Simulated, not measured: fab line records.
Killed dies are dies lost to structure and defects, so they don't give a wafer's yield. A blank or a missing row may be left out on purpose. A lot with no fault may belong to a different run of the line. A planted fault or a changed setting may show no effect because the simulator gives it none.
What tool caused it? ; flow nand-harc ; 6 lots with 18 wafers sampled at 3 steps, on a route of 1302 steps

== WHAT THE GAUGES SHOWED, per wafer ==
NHARC_P_GATE_CD_MEAS_59: the cd target is 720 nm.
lot;measured;on;cd-nm (nm)
L307;day 6 12:43;cd-sem-01;719.0 720.0 719.9
L309;day 7 01:02;cd-sem-02;774.7 776.2 774.7
L319;day 11 14:20;cd-sem-02;720.1 719.5 718.7
L321;day 12 12:08;cd-sem-03;718.1 717.7 719.1
L323;day 12 22:43;cd-sem-01;721.5 721.0 719.2
L325;day 14 02:08;cd-sem-03;720.4 719.6 718.7

== WHAT TOOL EACH LOT RAN ON (gives the tool, then ch and the chambers of the sampled wafers, and finally the start) ==
lot;NHARC_P_GATE_HM_DEP_102;NHARC_P_GATE_EXPOSE_56
L307;acl-dep-03 ch 0, day 5 21:53;krf-scanner-01 ch 0, day 6 12:34
L309;acl-dep-02 ch 0, day 6 10:19;krf-scanner-02 ch 0, day 7 00:53
L319;acl-dep-02 ch 0, day 10 23:01;krf-scanner-03 ch 0, day 11 14:11
L321;acl-dep-01 ch 0, day 11 21:28;krf-scanner-03 ch 0, day 12 11:59
L323;acl-dep-03 ch 0, day 12 07:55;krf-scanner-03 ch 0, day 12 22:34
L325;acl-dep-02 ch 0, day 13 11:05;krf-scanner-02 ch 0, day 14 01:58
- NHARC_P_GATE_HM_DEP_102: deposits aC, target thk 120 nm.
- NHARC_P_GATE_EXPOSE_56: exposes mask P PSD, target cd 720 nm.

== THE ANSWER, worked out from the rows above alone ==
Rule: the usual values come from the lots themselves. Put in order of their means at a reading, lots are off if they are a third of the lots or fewer, leave a main group of 4 or more, and stand apart from it by a gap of 3 or more times the standard deviation of the main group's means; of several such gaps the widest counts. Not used: any main group whose means are identical at the precision the tables above print for the reading. Also off: a lot with no number at a reading for which 4 or more lots have one. Any other lot the step has rows for is counted as sound.
Off, at NHARC_P_GATE_CD_MEAS_59 on cd-nm: L309. Mean 719.5 nm and standard deviation 0.72 in the main group.
If a tool, at a process step before that reading, ran all the lots that are off and no sound lot after the first of them, it fits. Gauges at NHARC_P_GATE_CD_MEAS_59: tried the same way as those tools. None of those tried fits.

== WHAT HAD BEEN PUT IN BY THE SIMULATOR ==
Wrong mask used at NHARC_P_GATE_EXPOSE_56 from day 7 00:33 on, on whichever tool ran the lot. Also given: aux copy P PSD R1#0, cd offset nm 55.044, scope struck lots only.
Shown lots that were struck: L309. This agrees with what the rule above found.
